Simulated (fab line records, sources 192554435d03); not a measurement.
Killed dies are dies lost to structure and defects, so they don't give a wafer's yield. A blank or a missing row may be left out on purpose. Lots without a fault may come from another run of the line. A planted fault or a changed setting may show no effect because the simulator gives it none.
fab line records | flow n5_finfet
record lots=7 wafers=21
route steps=1938 shown BEOL_M3@935 BEOL_M4@1028
start_h: hours from the record's first day to the start of the lot's first wafer shown | wait_h: hours since the lot's step before | " the same as in the row above | L1.1+2: a row that stands for several wafers | - no value, or no start given | * or withheld: withheld | < > ~ a bound
route shown NAME@n: a module of which the file shows steps, and the number in the route of the first | usual: mean/standard deviation of fault-free wafers | same: alike in all rows | chamber/n: place in a boat | sites: the reading at each site | _std_site: their standard deviation | _edge_site: outer sites' mean less inner sites' | radius_mm: how far each site lies from the wafer's centre | mask NAME#n: copy n | behind: the tool/chamber that last shaped the wafer | hold: why the lot was held/for how many hours/how that ended | device: the transistor (n, p or np) that didn't switch | end of line: the same wafers' tests at the end of the route | a step without rows: its recipe alone | killed: dies lost to structure and defects at the first sort, not the wafer's yield | map: a wafer's dies, x killed, . not, _ none there
set.NAME: the setting as run; set.NAME@STEP: as run at that earlier step | model.NAME: the simulator's own value behind a step, which no gauge read
lots whose settings were changed on purpose; a table a step, a row a wafer
## steps
# step N5_BEOL_M3_COAT_61
# recipe resist=SOC temp_c=250 time_s=60 spin_rpm=1500 resist_thk_nm=60
# columns lot.wafer tool chamber start_h wait_h set.spin_rpm model.SOC_of_BEOL_M3_COAT_61.thk_nm
L081.1+3 litho_track-04 0 201.26 0.1 1500 59.8
L081.2 " 0 " " 1500 59.6
L082.2+6 litho_track-03 0 202.53 0.1 1500 60
L082.4 " 0 " " 1500 60.2
L083.3 litho_track-03 0 208.87 0.1 1500 60
L083.4 " 0 " " 1500 59.8
L083.6 " 0 " " 1395 62.2
L086.1 litho_track-05 0 230.05 0.1 1500 60.4
L086.2 " 0 " " 1591 58.6
L086.3 " 0 " " 1591 58.4
L087.1 litho_track-03 0 230.15 0.1 1500 60
L087.2 " 0 " " 1500 59.8
L087.3 " 0 " " 1638 57.6
L088.1 litho_track-04 0 233.46 0.1 1500 59.8
L088.4+6 " 0 " " 1500 60
L090.2+4+6 litho_track-05 0 251.61 0.1 1500 60.2
# step N5_BEOL_M3_COAT_62
# recipe resist=SiARC temp_c=220 time_s=60 spin_rpm=1500 resist_thk_nm=12
# step N5_BEOL_M3_COAT_73
# recipe resist=underlayer temp_c=205 time_s=60 spin_rpm=1500 resist_thk_nm=5
# step N5_BEOL_M3_ETCH_74
# recipe chemistry=N2/H2 target=underlayer target_depth_a=65 mask_material=CAR-EUV time_s=5.2 ion_energy_ev=200 pressure_mtorr=30 source_w=840 bias_w=150 n2_flow_sccm=200 h2_flow_sccm=200 ends=cleared
# step N5_BEOL_M3_ETCH_63
# recipe chemistry=CF4 target=SiARC target_depth_a=156 mask_material=CAR-EUV time_s=26 ion_energy_ev=80 pressure_mtorr=40 source_w=545 bias_w=36 Ar_flow_sccm=100 cf4_flow_sccm=100 ends=cleared
# step N5_BEOL_M3_ETCH_64
# recipe chemistry=N2/H2 target=SOC target_depth_a=750 overetch_a=150 mask_material=SiARC temp_c=40 time_s=112.5 ion_energy_ev=200 pressure_mtorr=30 source_w=840 bias_w=150 n2_flow_sccm=200 h2_flow_sccm=200
# columns lot.wafer tool chamber start_h wait_h set.spin_rpm@BEOL_M3_COAT_61 model.etch.depth_nm
L081.1 rie_diel-06 3 201.86 0.0 1500 59.82
L081.2 " 0 " " 1500 59.66
L081.3 " 2 " " 1500 59.86
L082.2 rie_diel-04 1 203.22 0.0 1500 59.95
L082.4 " 2 " " 1500 60.15
L082.6 " 3 " " 1500 59.98
L083.3 rie_diel-06 0 209.78 0.0 1500 59.92
L083.4 " 2 " " 1500 59.8
L083.6 " 0 " " 1395 62.22
L086.1 rie_diel-02 2 230.52 0.0 1500 60.34
L086.2 " 1 " " 1591 58.55
L086.3 " 3 " " 1591 58.4
L087.1 rie_diel-06 0 230.66 0.0 1500 60.01
L087.2 " 3 " " 1500 59.9
L087.3 " 0 " " 1638 57.61
L088.1 rie_diel-06 2 234.05 0.0 1500 59.85
L088.4 " 2 " " 1500 59.92
L088.6 " 0 " " 1500 60.09
L090.2 rie_diel-04 0 252.10 0.0 1500 60.2
L090.4 " 2 " " 1500 60.19
L090.6 " 2 " " 1500 60.13
# step N5_BEOL_M3_STRIP_65
# recipe chemistry=N2/H2 temp_c=40 n2_flow_sccm=200 h2_flow_sccm=200 rf_frequency_hz=6e+07
# step N5_BEOL_M3_STRIP_75
# recipe chemistry=N2/H2 temp_c=40 n2_flow_sccm=200 h2_flow_sccm=200 rf_frequency_hz=6e+07
# step N5_BEOL_M3_STRIP_66
# recipe chemistry=CF4 resist=SiARC power_w=300 bias_power_w=75 pressure_mtorr=50 cf4_flow_sccm=150 rf_frequency_hz=6e+07
# step N5_BEOL_M3_HM_OPEN_17
# recipe chemistry=Cl2/BCl3 target_depth_a=200 overetch_a=60 target=TiN mask_material=SOC ion_energy_ev=150 pressure_mtorr=10 icp_w=1000 bias_w=126 Cl2_flow_sccm=53.25 bcl3_flow_sccm=21.75 Ar_flow_sccm=25
# columns lot.wafer tool chamber start_h wait_h set.spin_rpm@BEOL_M3_COAT_61 model.SOC_of_BEOL_M3_COAT_61.thk_nm
L081.1 rie_metal-02 1 202.02 0.0 1500 51.2
L081.2 " 0 " " 1500 52
L081.3 " 0 " " 1500 52.2
L082.2+6 rie_metal-02 0 203.39 0.0 1500 52.2
L082.4 " 0 " " 1500 52.4
L083.3 rie_metal-01 0 210.02 0.1 1500 52.2
L083.4 " 1 " " 1500 51.6
L083.6 " 1 " " 1395 54
L086.1 rie_metal-02 1 230.69 0.0 1500 51.8
L086.2 " 0 " " 1591 50.8
L086.3 " 1 " " 1591 49.8
L087.1 rie_metal-03 0 230.90 0.0 1500 51.6
L087.2 " 1 " " 1500 51.8
L087.3 " 1 " " 1638 49.4
L088.1 rie_metal-02 1 234.22 0.0 1500 51.2
L088.4 " 0 " " 1500 52.2
L088.6 " 0 " " 1500 52.4
L090.2 rie_metal-01 0 253.01 0.0 1500 52.6
L090.4 " 1 " " 1500 52
L090.6 " 0 " " 1500 52.4
# step N5_BEOL_M3_COAT_67
# recipe resist=SOC temp_c=250 time_s=60 spin_rpm=1500 resist_thk_nm=60
# columns lot.wafer tool chamber start_h wait_h set.spin_rpm model.SOC_of_BEOL_M3_COAT_67.thk_nm
L081.1 litho_track-03 0 202.24 0.0 1500 60.2
L081.2 " 0 " " 1434 61.6
L081.3 " 0 " " 1500 60.4
L082.2 litho_track-04 0 203.78 0.0 1500 60
L082.4+6 " 0 " " 1500 59.8
L083.3 litho_track-04 0 210.28 0.0 1454 60.8
L083.4 " 0 " " 1454 61.2
L083.6 " 0 " " 1500 60
L086.1+2+3 litho_track-04 0 230.91 0.0 1500 60
L087.1+2 litho_track-05 0 231.14 0.0 1500 59.8
L087.3 " 0 " " 1449 61
L088.1+6 litho_track-03 0 234.43 0.0 1500 59.8
L088.4 " 0 " " 1355 63
L090.2 litho_track-04 0 253.37 0.0 1631 57.4
L090.4 " 0 " " 1500 59.8
L090.6 " 0 " " 1631 57.6
# step N5_BEOL_M3_EXPOSE_25
# recipe mask_id=V2 na=0.33 source_shape=quasar sigma_inner=0.2 sigma_outer=0.8 polarization=unpolarized defocus_nm=5 dose_mj=63
# columns lot.wafer tool chamber start_h wait_h mask set.dose_mj
L081.1 euv_scanner-02 0 202.38 - V2#0 66.1
L081.2+3 " 0 " " V2#0 63
L082.2+4+6 euv_scanner-01 0 204.05 - V2#0 63
L083.3+4+6 euv_scanner-02 0 210.56 - V2#0 63
L086.1+2 euv_scanner-01 0 231.05 - V2#0 65.31
L086.3 " 0 " " V2#0 63
L087.1+2+3 euv_scanner-01 0 231.29 - V2#0 63
L088.1+4+6 euv_scanner-02 0 234.69 - V2#0 63
L090.2 euv_scanner-02 0 253.51 - V2#0 63
L090.4+6 " 0 " " V2#0 66.08
# step N5_BEOL_M3_PEB_26
# recipe peb_temp_c=100 peb_time_s=60 resist=CAR-EUV
# step N5_BEOL_M3_DEVELOP_27
# recipe develop_time_s=30 developer=TMAH resist=CAR-EUV rinse_liquid=surfactant_rinse dry=air_spin dev_temp_c=23
# step N5_BEOL_M3_CD_MEAS_28
# recipe target_cd_nm=25.7 landing_energy_ev=500 detector=se_inlens target_cd_y_nm=23.3 polarity=opening
# usual cd_nm=25.63/0.2
# columns lot.wafer tool chamber start_h wait_h set.dose_mj@BEOL_M3_EXPOSE_25 cd_nm
L081.1 cd_sem-01 0 202.52 - 66.1 26.15
L081.2 " 0 " " 63 25.57
L081.3 " 0 " " 63 25.76
L082.2 cd_sem-03 0 204.19 - 63 25.74
L082.4 " 0 " " 63 25.43
L082.6 " 0 " " 63 25.55
L083.3 cd_sem-03 0 210.69 - 63 25.41
L083.4 " 0 " " 63 25.59
L083.6 " 0 " " 63 25.69
L086.1 cd_sem-02 0 231.19 - 65.31 26.15
L086.2 " 0 " " 65.31 26.40
L086.3 " 0 " " 63 25.67
L087.1 cd_sem-01 0 231.43 - 63 25.58
L087.2 " 0 " " 63 25.35
L087.3 " 0 " " 63 25.62
L088.1 cd_sem-02 0 234.84 - 63 25.36
L088.4 " 0 " " 63 25.32
L088.6 " 0 " " 63 25.20
L090.2 cd_sem-03 0 253.65 - 63 25.35
L090.4 " 0 " " 66.08 26.53
L090.6 " 0 " " 66.08 26.23
# step N5_BEOL_M3_ALD_98
# recipe material=SiO2 target_thk_a=25 temp_c=100 ald_precursor_family=BDEAS ald_co_reactant=O2-plasma pulse_time_s=1 co_reactant_pulse_time_s=1 purge_time_s=2 co_reactant_purge_time_s=2 ald_cycles=17 pressure_torr=2
# step N5_BEOL_M3_ETCHBACK_99
# recipe chemistry=CHF3 target=SiO2 target_depth_a=50 time_s=10.4 source_w=215 bias_w=47 Ar_flow_sccm=200 CHF3_flow_sccm=12 ion_energy_ev=100 pressure_mtorr=30
# step N5_BEOL_M3_ETCH_70
# recipe chemistry=N2/H2 target=SOC target_depth_a=800 overetch_a=160 mask_material=SiARC temp_c=40 time_s=120 ion_energy_ev=200 pressure_mtorr=30 source_w=840 bias_w=150 n2_flow_sccm=200 h2_flow_sccm=200
# columns lot.wafer tool chamber start_h wait_h set.spin_rpm@BEOL_M3_COAT_67 model.etch.depth_nm
L081.1 rie_diel-06 3 208.21 0.0 1500 60.29
L081.2 " 2 " " 1434 61.63
L081.3 " 0 " " 1500 60.33
L082.2 rie_diel-04 2 208.68 0.0 1500 59.91
L082.4 " 3 " " 1500 59.8
L082.6 " 2 " " 1500 59.82
L083.3 rie_diel-04 0 217.60 0.0 1454 60.9
L083.4 " 2 " " 1454 61.12
L083.6 " 0 " " 1500 60.01
L087.1 rie_diel-02 3 232.94 0.0 1500 59.81
L087.2 " 2 " " 1500 59.75
L087.3 " 1 " " 1449 61.02
L088.1 rie_diel-02 2 238.53 0.0 1500 59.85
L088.4 " 0 " " 1355 62.97
L088.6 " 2 " " 1500 59.88
L086.1 rie_diel-04 2 243.53 0.0 1500 59.94
L086.2 " 1 " " 1500 59.9
L086.3 " 0 " " 1500 59.93
L090.2 rie_diel-04 2 254.16 0.0 1631 57.4
L090.4 " 3 " " 1500 59.84
L090.6 " 1 " " 1631 57.6
# step N5_BEOL_M3_STRIP_71
# recipe chemistry=N2/H2 temp_c=40 n2_flow_sccm=200 h2_flow_sccm=200 rf_frequency_hz=6e+07
# step N5_BEOL_M3_STRIP_78
# recipe chemistry=N2/H2 temp_c=40 n2_flow_sccm=200 h2_flow_sccm=200 rf_frequency_hz=6e+07
# step N5_BEOL_M3_VIA_ETCH_34
# recipe chemistry=C4F6/O2 target_depth_a=694 mask_material=SOC pressure_mtorr=15 ion_energy_ev=250 taper_deg=4 time_s=65.9 source_w=350 bias_w=170 Ar_flow_sccm=300 C4F6_flow_sccm=10 O2_flow_sccm=10
# columns lot.wafer tool chamber start_h wait_h set.spin_rpm@BEOL_M3_COAT_67 model.SOC_of_BEOL_M3_COAT_67.thk_nm
L081.1+3 rie_diel-06 3,0 208.31 0.0 1500 52.2
L081.2 " 2 " " 1434 53.8
L082.2 rie_diel-04 2 208.78 0.0 1500 52.2
L082.4 " 3 " " 1500 51.6
L082.6 " 2 " " 1500 52
L083.3 rie_diel-04 0 217.71 0.0 1454 52.8
L083.4 " 2 " " 1454 53.4
L083.6 " 0 " " 1500 51.8
L087.1 rie_diel-02 3 233.04 0.0 1500 51.4
L087.2 " 2 " " 1500 52
L087.3 " 1 " " 1449 52.8
L088.1+6 rie_diel-02 2 238.63 0.0 1500 52.2
L088.4 " 0 " " 1355 55
L086.1 rie_diel-04 2 243.63 0.0 1500 52.2
L086.2 " 1 " " 1500 51.8
L086.3 " 0 " " 1500 52
L090.2 rie_diel-04 2 254.26 0.0 1631 49.6
L090.4 " 3 " " 1500 51.6
L090.6 " 1 " " 1631 49.4
# step N5_BEOL_M4_COAT_05
# recipe resist=CAR-EUV spin_rpm=1500 resist_thk_nm=30
# columns lot.wafer tool chamber start_h wait_h set.spin_rpm model.CAR-EUV_of_BEOL_M4_COAT_05.thk_nm
L082.2+4+6 litho_track-02 0 - - 1500 30
L081.1+2+3 litho_track-02 0 - - 1500 30
L083.3+6 litho_track-01 0 - - 1335 31.8
L083.4 " 0 " " 1335 31.6
L087.1 litho_track-02 0 - - 1500 30
L087.2 " 0 " " 1500 30.2
L087.3 " 0 " " 1369 31.4
L088.1+4+6 litho_track-02 0 - - 1500 30
L086.1 litho_track-01 0 - - 1360 31.6
L086.2 " 0 " " 1500 30
L086.3 " 0 " " 1360 31.4
L090.2 litho_track-01 0 - - 1551 29.4
L090.4 " 0 " " 1551 29.6
L090.6 " 0 " " 1500 30
# step N5_BEOL_M4_EBR_07
# recipe solvent=PGMEA ebr_width_mm=1.5
# step N5_BEOL_M4_SOFTBAKE_06
# recipe temp_c=110 time_s=60 resist=CAR-EUV
# step N5_BEOL_M4_EXPOSE_08
# recipe mask_id=M4 na=0.33 source_shape=dipole sigma_inner=0.369 sigma_outer=0.767 polarization=unpolarized dose_mj=41.25
# step N5_BEOL_M4_PEB_09
# recipe peb_temp_c=100 peb_time_s=60 resist=CAR-EUV
# step N5_BEOL_M4_DEVELOP_10
# recipe develop_time_s=30 developer=TMAH resist=CAR-EUV rinse_liquid=surfactant_rinse dry=air_spin dev_temp_c=23
# columns lot.wafer tool chamber start_h wait_h set.spin_rpm@BEOL_M4_COAT_05 model.CAR-EUV_of_BEOL_M4_COAT_05.thk_nm
L082.2+4 litho_track-01 0 - - 1500 29.6
L082.6 " 0 " " 1500 29.4
L081.1+2+3 litho_track-02 0 - - 1500 29.6
L083.3+4+6 litho_track-02 0 - - 1335 31.2
L087.1+2 litho_track-01 0 - - 1500 29.6
L087.3 " 0 " " 1369 31
L088.1+4+6 litho_track-01 0 - - 1500 29.6
L086.1 litho_track-02 0 - - 1360 31.2
L086.2 " 0 " " 1500 29.6
L086.3 " 0 " " 1360 31
L090.2 litho_track-01 0 - - 1551 29
L090.4 " 0 " " 1551 29.2
L090.6 " 0 " " 1500 29.6
# step N5_BEOL_M4_DESCUM_16
# recipe chemistry=O2 time_s=7 source_power_w=50 bias_power_w=20 pressure_mtorr=20 rf_frequency_hz=2.712e+07 temp_c=40 resist=CAR-EUV o2_flow_sccm=225
# columns lot.wafer tool chamber start_h wait_h set.time_s set.spin_rpm@BEOL_M4_COAT_05 model.CAR-EUV_of_BEOL_M4_COAT_05.thk_nm
L082.2 rie_diel-05 1 214.32 0.2 7 1500 26.2
L082.4+6 " 2,1 " " 7 1500 26
L081.1 rie_diel-05 1 214.55 0.1 7.85 1500 25.8
L081.2 " 3 " " 7.85 1500 25.6
L081.3 " 2 " " 7 1500 26
L083.3 rie_diel-03 2 223.63 0.0 6.314 1335 28.2
L083.4+6 " 0,3 " " 7 1335 27.6
L087.1 rie_diel-03 0 239.75 0.5 7 1500 26.2
L087.2 " 2 " " 7.686 1500 25.8
L087.3 " 3 " " 7 1369 27.4
L088.1+4 rie_diel-03 3,2 247.26 0.0 7 1500 26
L088.6 " 1 " " 6.343 1500 26.4
L086.1 rie_diel-01 3 251.05 0.1 6.524 1360 27.8
L086.2 " 2 " " 7 1500 26
L086.3 " 0 " " 7 1360 27.4
L090.2 rie_diel-03 1 260.11 0.1 7 1551 25.4
L090.4 " 0 " " 8.212 1551 25
L090.6 " 0 " " 8.212 1500 25.4
# step N5_BEOL_M4_ETCH_74
# recipe chemistry=N2/H2 target=underlayer target_depth_a=65 mask_material=CAR-EUV time_s=5.2 ion_energy_ev=200 pressure_mtorr=30 source_w=840 bias_w=150 n2_flow_sccm=200 h2_flow_sccm=200 ends=cleared
# columns lot.wafer tool chamber start_h wait_h set.spin_rpm@BEOL_M4_COAT_05 set.time_s@BEOL_M4_DESCUM_16 model.CAR-EUV_of_BEOL_M4_COAT_05.thk_nm
L082.2 rie_diel-05 1 214.35 0.0 1500 7 20.4
L082.4+6 " 2,1 " " 1500 7 20.2
L081.1+2 rie_diel-05 1,3 214.58 0.0 1500 7.85 20
L081.3 " 2 " " 1500 7 20.4
L083.3 rie_diel-03 2 223.67 0.0 1335 6.314 22.4
L083.4+6 " 0,3 " " 1335 7 22
L087.1 rie_diel-03 0 239.78 0.0 1500 7 20.4
L087.2 " 2 " " 1500 7.686 20.2
L087.3 " 3 " " 1369 7 21.6
L088.1+4 rie_diel-03 3,2 247.30 0.0 1500 7 20.4
L088.6 " 1 " " 1500 6.343 20.6
L086.1 rie_diel-01 3 251.09 0.0 1360 6.524 22
L086.2 " 2 " " 1500 7 20.4
L086.3 " 0 " " 1360 7 21.8
L090.2 rie_diel-03 1 260.15 0.0 1551 7 19.8
L090.4 " 0 " " 1551 8.212 19.4
L090.6 " 0 " " 1500 8.212 19.8
# step N5_BEOL_M4_ETCH_63
# recipe chemistry=CF4 target=SiARC target_depth_a=156 mask_material=CAR-EUV time_s=26 ion_energy_ev=80 pressure_mtorr=40 source_w=545 bias_w=36 Ar_flow_sccm=100 cf4_flow_sccm=100 ends=cleared
# columns lot.wafer tool chamber start_h wait_h set.spin_rpm@BEOL_M4_COAT_05 set.time_s@BEOL_M4_DESCUM_16 model.CAR-EUV_of_BEOL_M4_COAT_05.thk_nm
L082.2 rie_diel-05 1 214.37 0.0 1500 7 11.2
L082.4+6 " 2,1 " " 1500 7 11
L081.1+2 rie_diel-05 1,3 214.60 0.0 1500 7.85 10.8
L081.3 " 2 " " 1500 7 11.2
L083.3 rie_diel-03 2 223.69 0.0 1335 6.314 13.2
L083.4+6 " 0,3 " " 1335 7 12.8
L087.1 rie_diel-03 0 239.80 0.0 1500 7 11.2
L087.2 " 2 " " 1500 7.686 11
L087.3 " 3 " " 1369 7 12.4
L088.1+4 rie_diel-03 3,2 247.31 0.0 1500 7 11.2
L088.6 " 1 " " 1500 6.343 11.4
L086.1 rie_diel-01 3 251.11 0.0 1360 6.524 12.8
L086.2 " 2 " " 1500 7 11
L086.3 " 0 " " 1360 7 12.6
L090.2 rie_diel-03 1 260.17 0.0 1551 7 10.6
L090.4 " 0 " " 1551 8.212 10.2
L090.6 " 0 " " 1500 8.212 10.6
## key
split step=N5_BEOL_M3_COAT_61 setting=spin_rpm stated=1500 by=wafer
response step=N5_BEOL_M3_COAT_61 reading=model.SOC_of_BEOL_M3_COAT_61.thk_nm change=-0.286 per=1% r=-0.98
response step=N5_BEOL_M3_ETCH_64 reading=model.etch.depth_nm change=-0.29 per=1% r=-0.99
response step=N5_BEOL_M3_HM_OPEN_17 reading=model.SOC_of_BEOL_M3_COAT_61.thk_nm change=-0.264 per=1% r=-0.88
split step=N5_BEOL_M3_COAT_67 setting=spin_rpm stated=1500 by=wafer
response step=N5_BEOL_M3_COAT_67 reading=model.SOC_of_BEOL_M3_COAT_67.thk_nm change=-0.304 per=1% r=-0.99
response step=N5_BEOL_M3_ETCH_70 reading=model.etch.depth_nm change=-0.303 per=1% r=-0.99
response step=N5_BEOL_M3_VIA_ETCH_34 reading=model.SOC_of_BEOL_M3_COAT_67.thk_nm change=-0.286 per=1% r=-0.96
split step=N5_BEOL_M3_EXPOSE_25 setting=dose_mj stated=63 by=wafer
response step=N5_BEOL_M3_CD_MEAS_28 reading=cd_nm change=+0.156 per=1% r=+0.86
split step=N5_BEOL_M4_COAT_05 setting=spin_rpm stated=1500 by=wafer
response step=N5_BEOL_M4_COAT_05 reading=model.CAR-EUV_of_BEOL_M4_COAT_05.thk_nm change=-0.155 per=1% r=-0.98
response step=N5_BEOL_M4_DEVELOP_10 reading=model.CAR-EUV_of_BEOL_M4_COAT_05.thk_nm change=-0.16 per=1% r=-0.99
response step=N5_BEOL_M4_DESCUM_16 reading=model.CAR-EUV_of_BEOL_M4_COAT_05.thk_nm slope=-0.15 per=1% together_with=time_s@BEOL_M4_DESCUM_16 explained=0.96
response step=N5_BEOL_M4_ETCH_74 reading=model.CAR-EUV_of_BEOL_M4_COAT_05.thk_nm slope=-0.142 per=1% together_with=time_s@BEOL_M4_DESCUM_16 explained=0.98
response step=N5_BEOL_M4_ETCH_63 reading=model.CAR-EUV_of_BEOL_M4_COAT_05.thk_nm slope=-0.152 per=1% together_with=time_s@BEOL_M4_DESCUM_16 explained=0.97
split step=N5_BEOL_M4_DESCUM_16 setting=time_s stated=7 by=wafer
response step=N5_BEOL_M4_DESCUM_16 reading=model.CAR-EUV_of_BEOL_M4_COAT_05.thk_nm slope=-0.0352 per=1% together_with=spin_rpm@BEOL_M4_COAT_05 explained=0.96
response step=N5_BEOL_M4_ETCH_74 reading=model.CAR-EUV_of_BEOL_M4_COAT_05.thk_nm slope=-0.028 per=1% together_with=spin_rpm@BEOL_M4_COAT_05 explained=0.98
response step=N5_BEOL_M4_ETCH_63 reading=model.CAR-EUV_of_BEOL_M4_COAT_05.thk_nm slope=-0.0283 per=1% together_with=spin_rpm@BEOL_M4_COAT_05 explained=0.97
